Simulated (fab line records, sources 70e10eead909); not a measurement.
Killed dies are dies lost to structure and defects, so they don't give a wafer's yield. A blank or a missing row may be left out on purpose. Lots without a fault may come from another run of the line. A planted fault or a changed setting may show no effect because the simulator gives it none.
Problem report in the 8D (eight disciplines) form, filled by code | flow nand_harc | the parts of the form that need people (team, actions taken, sign-off) are left out

1. THE PROBLEM
raw_defect_count at NHARC_A_CHANNEL_HOLE_D1_INSPECT_40 reads a mean of 1306 on 9 wafers of 3 lots; wafers without a fault read 72 with a standard deviation of 29. That is +43 standard deviations from the usual mean.
First seen on wafer L288.2, day 13 15:55, on defect_inspect-01. The record holds 36 wafers of 12 lots with a number at this step. Rule for "out", or "out of limits": more than 4 standard deviations from the usual mean. The other wafers with a number count as sound.

2. WHAT IT IS AND WHAT IT IS NOT
question                    | is                                   | is not
which readings at this step | raw_defect_count                     | -
which lots                  | L288, L289, L291                     | L278, L280, L282, L284, L285, L287, L297, L298, L299
which wafers of those lots  | all that have a number               | -
read on which gauges        | defect_inspect-01, defect_inspect-02 | -
when                        | from day 13 15:55                    | up to then (18 sound wafers); but 9 sound wafers of L297, L298, L299 came after

3. SUSPECTS, AND WHAT RULES EACH OUT
Counting: a tool at a process step up to the reading stays a suspect if it ran every lot that is out and no sound lot after the first of them.
- the gauge at NHARC_A_CHANNEL_HOLE_D1_INSPECT_40: ruled out. The wafers that are out were read on 2 gauges (defect_inspect-01, defect_inspect-02).
- rie_diel-01 at NHARC_A_CHANNEL_HOLE_D1_STRIP_41 (strips in N2/H2): ruled out as a lasting fault. Sound lots L298, L299 ran on it after its first lot that is out, L288 (day 13 14:43).
- rie_diel-01 at NHARC_A_CHANNEL_HOLE_D1_ETCH_44 (etches the open film in CF4/O2, target depth 140 nm, overetch 14 nm, time 77 s): ruled out as a lasting fault. Sound lots L298, L299 ran on it after its first lot that is out, L288 (day 13 14:56).
Left after counting: nothing in the record.

4. THE CAUSE (what the simulator had put in)
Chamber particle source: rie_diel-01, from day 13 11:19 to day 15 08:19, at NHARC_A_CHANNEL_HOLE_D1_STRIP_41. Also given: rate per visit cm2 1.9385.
Counting ruled it out, wrongly: the rule takes a fault to strike every lot that its tool runs from its start on, and this one did not.

5. THE CHAIN OF EFFECTS, in route order
Each row: a reading whose mean over the struck wafers that have a number lies more than 3 standard deviations from the usual. Only readings for which the record gives a usual standard deviation are gone through. hours: the time from each lot's start at the first step in this table that gives one to its start at this step, as a median over the lots. sigmas: the change in usual standard deviations.
hours | step                               | reading          | usual | on struck wafers | change | sigmas
0     | NHARC_A_CHANNEL_HOLE_D1_INSPECT_40 | raw_defect_count | 72    | 1306             | +1234  | +43
366   | NHARC_END_SORT_01                  | killed_at_array  | 56    | 146              | +90    | +4.3
366   | NHARC_END_SORT_01                  | killed_dies      | 61    | 148              | +87    | +4.2

6. WHAT WOULD HAVE CAUGHT IT SOONER
In this record the first reading out of limits at a measuring or inspecting step was taken at day 13 15:55, 5 hours after the fault began at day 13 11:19.
